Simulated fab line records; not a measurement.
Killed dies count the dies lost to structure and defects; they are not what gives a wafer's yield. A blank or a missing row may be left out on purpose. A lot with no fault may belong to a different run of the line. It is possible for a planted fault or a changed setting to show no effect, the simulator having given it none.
Comparing a struck lot with a sound one -- flow n5_finfet -- 35 out of 1938 route steps
Sound: these wafers, L995.1, L995.5, L995.6. Struck: wafers L106.3, L106.4, L106.6. The cause is given at the end.
Order at every step that has rows: each side's tool, ch and its chambers, its first start. Under that, the readings that differ: sound wafers -- struck wafers -- difference of the means -- sigmas: that difference in standard deviations of wafers without a fault.
alike: same words and numbers on both sides, and readings whose means sit less than 2 such deviations apart. not compared: any withheld reading, any reading some wafer has no value for, any bound like >300 that may hide the same value, and any number with overlapping values for which the record gives no deviation.
A row with sigmas, a row that says differs or no value, or rows on one side alone: a step with any of these is where the two part. Numbers that don't overlap but have no deviation are shown without sigmas and don't part them. Lack of a reading on every wafer of one side parts them only where that side has two or more wafers.

first, 10 steps without rows for these wafers: N5_BEOL_M1_STRIP_36 (strips in N2/H2); N5_BEOL_M1_TRENCH_ETCH_37 (etches SiOC in C4F6/O2, target depth 55.207 nm, time 29 s); N5_BEOL_M1_ETCH_41 (etches SiCN in CH3F/O2, target depth 31.9 nm, time 57.8 s); N5_BEOL_M1_STRIP_97 (strips in N2/H2, time 10 s); N5_BEOL_M1_HM_STRIP_39 (strips TiN in peroxide tin strip, target depth 25 nm, time 158 s); N5_BEOL_M1_SRD_40 (time 30 s); N5_BEOL_M1_PRECLEAN_42 (cleans in residue remover, time 60 s); N5_BEOL_M1_SRD_43 (time 30 s); N5_BEOL_M1_DEGAS_44 (time 60 s); N5_BEOL_M1_PRE_CLEAN_45 (time 30 s).
N5_BEOL_M1_ALD_84: deposits TaN, pulse time 2 s, purge time 3 s, co reactant purge time 2 s.
  sound on ald_metal-02 ch 1,2, day 6 07:42; struck on ald_metal-04 ch 1,3, day 9 03:10
  no value came back on the struck wafers for ald_cycles, chamber_pressure_Torr (Torr), heater_power_outer_w (W), heater_power_w (W); on the sound wafers ald_cycles reads 30 30 30
  not compared: since_wet_clean_h
then, 21 steps without rows for these wafers: N5_BEOL_M1_SURFACE_TREAT_85; N5_BEOL_M1_CVD_47 (deposits Co from CCTBA/H2, target thk 3 nm, time 223.8 s); N5_BEOL_M1_SPUTTER_48 (material Cu, target thk 4.5 nm, time 8.29 s); N5_BEOL_M1_ANNEAL_49 (time 240 s); N5_BEOL_M1_SPUTTER_79 (material Cu, target thk 4.5 nm, time 8.29 s); N5_BEOL_M1_ANNEAL_80 (time 240 s); N5_BEOL_M1_SPUTTER_81 (material Cu, target thk 4.5 nm, time 8.29 s); N5_BEOL_M1_ANNEAL_82 (time 240 s); N5_BEOL_M1_SPUTTER_86 (material Cu, target thk 4.5 nm, time 8.29 s); N5_BEOL_M1_ANNEAL_87 (time 240 s); N5_BEOL_M1_SPUTTER_88 (material Cu, target thk 4.5 nm, time 8.29 s); N5_BEOL_M1_ANNEAL_89 (time 240 s); N5_BEOL_M1_SPUTTER_90 (material Cu, target thk 4.5 nm, time 8.29 s); N5_BEOL_M1_ANNEAL_91 (time 240 s); N5_BEOL_M1_SPUTTER_92 (material Cu, target thk 4.5 nm, time 8.29 s); N5_BEOL_M1_ANNEAL_93 (time 240 s); N5_BEOL_M1_SPUTTER_94 (material Cu, target thk 4.5 nm, time 8.29 s); N5_BEOL_M1_ANNEAL_95 (time 240 s); N5_BEOL_M1_SPUTTER_96 (material Cu, target thk 4.5 nm, time 8.29 s); N5_BEOL_M1_ECD_50 (material Cu, target thk 300 nm); N5_BEOL_M1_ANNEAL_51 (time 90 s).
N5_BEOL_M1_CMP_52: polishes, stops on SiOC, t overpolish 6.8 s, target thk 40 nm.
  sound on cmp-02 ch 0,1,2, day 6 14:23; struck on cmp-04 ch 1,3, day 9 06:11
  alike: barrier_field_endpoint_s, motor_current_A
N5_BEOL_M4_RC_MEAS_101:
  the record has rows for the sound wafers here (prober-02 ch 0, day 7 19:55) and none for the struck ones
-- the record jumps here: 7 days lie between the struck wafers' starts before and after (it left off in module BEOL_M4 and takes up again in module PASSIVATION, whose first step shown is number 1936 of the route) --
N5_PASSIVATION_PROBE_49:
  struck on prober-01, day 15 18:47; sound on prober-02, day 12 06:07
reading,sound,struck,difference,sigmas
defect_limited_yield (%),91.5 92.5 93.9,0 0 0,-93,-71
killed_at_M0_to_M3,29 24 28,1108 1106 1114,+1082,+99 or more
killed_dies,100 89 72,1180 1180 1180,+1093,+73
killed_on_rim,14 10 12,152 152 152,+140,+31
sort_bin_4_leakage (%),0 0 0,89.49 90.68 92.46,+90.88,
sort_n_pass,1080 1091 1108,0 0 0,-1093,-73
sort_yield_pct (%),91.5 92.5 93.9,0 0 0,-93,-71
  alike: killed_at_M4_up, killed_at_contacts, killed_at_front_end, killed_at_other, killed_open, killed_short, sort_bin_5_function, sort_bin_6_memory

WHERE THEY PART
First at N5_BEOL_M1_ALD_84; last, within this record, at N5_PASSIVATION_PROBE_49.

WHY: what had been put in by the simulator
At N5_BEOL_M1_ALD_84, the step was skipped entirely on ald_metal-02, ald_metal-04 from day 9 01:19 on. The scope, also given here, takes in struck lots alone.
